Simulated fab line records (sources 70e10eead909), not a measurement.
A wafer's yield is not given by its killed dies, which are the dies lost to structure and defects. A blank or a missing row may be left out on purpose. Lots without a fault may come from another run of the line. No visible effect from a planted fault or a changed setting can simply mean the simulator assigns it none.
Struck lot and sound lot, side by side	flow nand-harc	12 out of 1302 route steps
Sound: these wafers, L421.1, L421.3, L421.5. Wafers L439.3, L439.4, L439.6 were the ones struck. At the end, the cause is stated.
Per side, at each step with rows, come the tool, then ch with its chambers, and then its first start. Under that, the readings that differ: sound wafers	struck wafers	difference of the means	sigmas: that difference in standard deviations of wafers without a fault.
alike: a reading whose means differ by less than 2 such deviations, as well as words and numbers matching on both sides. not compared: withheld readings; readings where some wafer has no value; bounds like >300 that might hide an equal value; numbers whose values overlap and for which the record gives no deviation.
Wherever a step has rows on one side only, a row that says differs or no value, or a row with sigmas, the two part there. Numbers that have no deviation but don't overlap get no sigmas and don't part them. A reading that every wafer of one side lacks parts them only if that side has two wafers or more.

NHARC_A_STAIRCASE_STRIP_205: strips in O2.
  sound on plasma-asher-01 ch 0,1, day 17 08:01; struck on plasma-asher-02 ch 0,1, day 24 22:38
reading	sound	struck	difference	sigmas
rf-refl-power-W (W)	28 25 28	18 20 18	-8	-2
  alike: drypump-motor-current-A, heater-power-w
  not compared: rf-hours-counter-h
then, 10 steps without rows for these wafers: NHARC_A_STAIRCASE_STRIP_206 (strips in SPM, time 900 s); NHARC_A_STAIRCASE_PRECLEAN_207 (cleans in SC1); NHARC_A_STAIRCASE_SRD_208; NHARC_A_STAIRCASE_DEHYDRATE_209 (time 120 s); NHARC_A_STAIRCASE_HMDS_210 (time 30 s); NHARC_A_STAIRCASE_COAT_211; NHARC_A_STAIRCASE_SOFTBAKE_212 (time 170 s); NHARC_A_STAIRCASE_EBR_213; NHARC_A_STAIRCASE_EXPOSE_214 (exposes mask STAIR 3); NHARC_A_STAIRCASE_PEB_215 (peb time 130 s).
NHARC_A_STAIRCASE_DEVELOP_216: time 140 s.
  sound on litho-track-03 ch 0, day 17 09:00; struck on litho-track-03, day 24 23:00
  no value came back on the struck wafers for chill-plate-temp-C (C), exhaust-pa (Pa); on the sound wafers chill-plate-temp-C (C) reads 22.94 23.01 22.85

== WHERE THEY PART ==
Last at NHARC_A_STAIRCASE_DEVELOP_216 as far as this record goes, first at NHARC_A_STAIRCASE_STRIP_205.

WHY: what the simulator had put in
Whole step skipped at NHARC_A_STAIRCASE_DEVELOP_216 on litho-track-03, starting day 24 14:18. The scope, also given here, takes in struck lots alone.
